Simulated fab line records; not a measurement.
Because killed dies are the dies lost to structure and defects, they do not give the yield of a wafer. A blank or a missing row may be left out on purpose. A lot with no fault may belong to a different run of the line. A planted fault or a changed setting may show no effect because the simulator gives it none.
Chamber matching -- flow n5-finfet -- N5_BEOL_M4_ETCHBACK_99 on rie-diel-01: 4 sister chambers
The step etches SiO2 in CHF3, target depth 5 nm, time 10.4 s. 4 wafers are shown with their chamber, then 10 later ones without.

EACH WAFER AND ITS CHAMBER
wafer,chamber,showerhead-plenum-p-Torr (Torr)
L084.2,2,2.29
L085.5,0,2.20
L086.1,1,2.04
L086.4,3,2.22

WAFERS WITHOUT THEIR CHAMBER
wafer,showerhead-plenum-p-Torr (Torr)
L086.5,2.29
L089.3,2.22
L089.4,2.04
L089.6,2.22
L093.1,2.21
L093.5,2.19
L093.6,2.21
L094.2,2.19
L094.4,2.21
L094.6,2.19

THE CHAMBER EACH PASSED THROUGH
wafer,from the rows above,in truth
L086.5,2,2
L089.3,3,3
L089.4,1,1
L089.6,3,3
L093.1,can't be placed: 0 or 3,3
L093.5,0,0
L093.6,can't be placed: 0 or 3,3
L094.2,0,0
L094.4,can't be placed: 0 or 3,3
L094.6,0,0
Correctly placed: 7 of 10. From these rows, 3 cannot be placed; in 3 the true chamber is one of the candidates. Wrongly placed: 0.
How it was worked out, from the rows above alone: a wafer's distance from a chamber is the root of the sum, over the readings, of the square of ((its reading less the chamber's mean) divided by the reading's scatter). The wafer belongs to the nearest chamber; if the next one is less than 2 further off, it can't be placed. Each chamber's mean is taken over the wafers shown for it. The scatter (one wafer shown for each chamber): square how far every hidden wafer sits from the nearest shown wafer, average those squares and take the square root.
